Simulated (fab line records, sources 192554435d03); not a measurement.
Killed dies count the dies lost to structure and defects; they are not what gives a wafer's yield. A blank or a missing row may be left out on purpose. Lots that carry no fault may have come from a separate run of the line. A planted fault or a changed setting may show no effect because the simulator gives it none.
Matching of chambers || flow n5-finfet || 4 sister chambers for N5_BEOL_M13_ETCH_67 on rie-diel-01
The step etches SiARC in CF4, target depth 143 nm, time 238.3 s. 8 wafers are shown with their chamber, then 7 later ones without.

## WAFERS WITH THEIR CHAMBER
{"wafer": "L079.4", "chamber": 3, "throttle-valve-pct (%)": 15.64, "etch-rf-on-time-s (s)": 239}
{"wafer": "L079.5", "chamber": 3, "throttle-valve-pct (%)": 15.63, "etch-rf-on-time-s (s)": 241}
{"wafer": "L079.6", "chamber": 0, "throttle-valve-pct (%)": 15.34, "etch-rf-on-time-s (s)": 228}
{"wafer": "L077.2", "chamber": 2, "throttle-valve-pct (%)": 15.25, "etch-rf-on-time-s (s)": 239}
{"wafer": "L077.4", "chamber": 1, "throttle-valve-pct (%)": 15.31, "etch-rf-on-time-s (s)": 250}
{"wafer": "L077.6", "chamber": 0, "throttle-valve-pct (%)": 15.33, "etch-rf-on-time-s (s)": 223}
{"wafer": "L084.3", "chamber": 1, "throttle-valve-pct (%)": 15.31, "etch-rf-on-time-s (s)": 248}
{"wafer": "L084.4", "chamber": 2, "throttle-valve-pct (%)": 15.26, "etch-rf-on-time-s (s)": 237}

## WAFERS WITHOUT THEIR CHAMBER
{"wafer": "L084.6", "throttle-valve-pct (%)": 15.27, "etch-rf-on-time-s (s)": 237}
{"wafer": "L087.2", "throttle-valve-pct (%)": 15.64, "etch-rf-on-time-s (s)": 238}
{"wafer": "L087.5", "throttle-valve-pct (%)": 15.27, "etch-rf-on-time-s (s)": 239}
{"wafer": "L087.6", "throttle-valve-pct (%)": 15.33, "etch-rf-on-time-s (s)": 251}
{"wafer": "L091.2", "throttle-valve-pct (%)": 15.35, "etch-rf-on-time-s (s)": 250}
{"wafer": "L091.3", "throttle-valve-pct (%)": 15.30, "etch-rf-on-time-s (s)": 240}
{"wafer": "L091.5", "throttle-valve-pct (%)": 15.37, "etch-rf-on-time-s (s)": 227}

## CHAMBER TAKEN BY EACH
{"wafer": "L084.6", "from the rows above": 2, "in truth": 2}
{"wafer": "L087.2", "from the rows above": 3, "in truth": 3}
{"wafer": "L087.5", "from the rows above": 2, "in truth": 2}
{"wafer": "L087.6", "from the rows above": 1, "in truth": 1}
{"wafer": "L091.2", "from the rows above": 1, "in truth": 1}
{"wafer": "L091.3", "from the rows above": 1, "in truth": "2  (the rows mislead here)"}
{"wafer": "L091.5", "from the rows above": 0, "in truth": 0}
Placed correctly: 6 of 7. Number that these rows cannot place: 0. Placed wrongly: 1.
How it was worked out, from the rows above alone: a wafer's distance from a chamber is the root of the sum, over the readings, of the square of ((its reading less the chamber's mean) divided by the reading's scatter). If the next closest chamber is less than 2 further off than the closest, the wafer can't be placed; otherwise it belongs to the closest. The mean given for a chamber averages the wafers shown for that chamber. The scatter: the root of (the sum of the squares of (reading less its chamber's mean) over the shown wafers, divided by (wafers less chambers)).
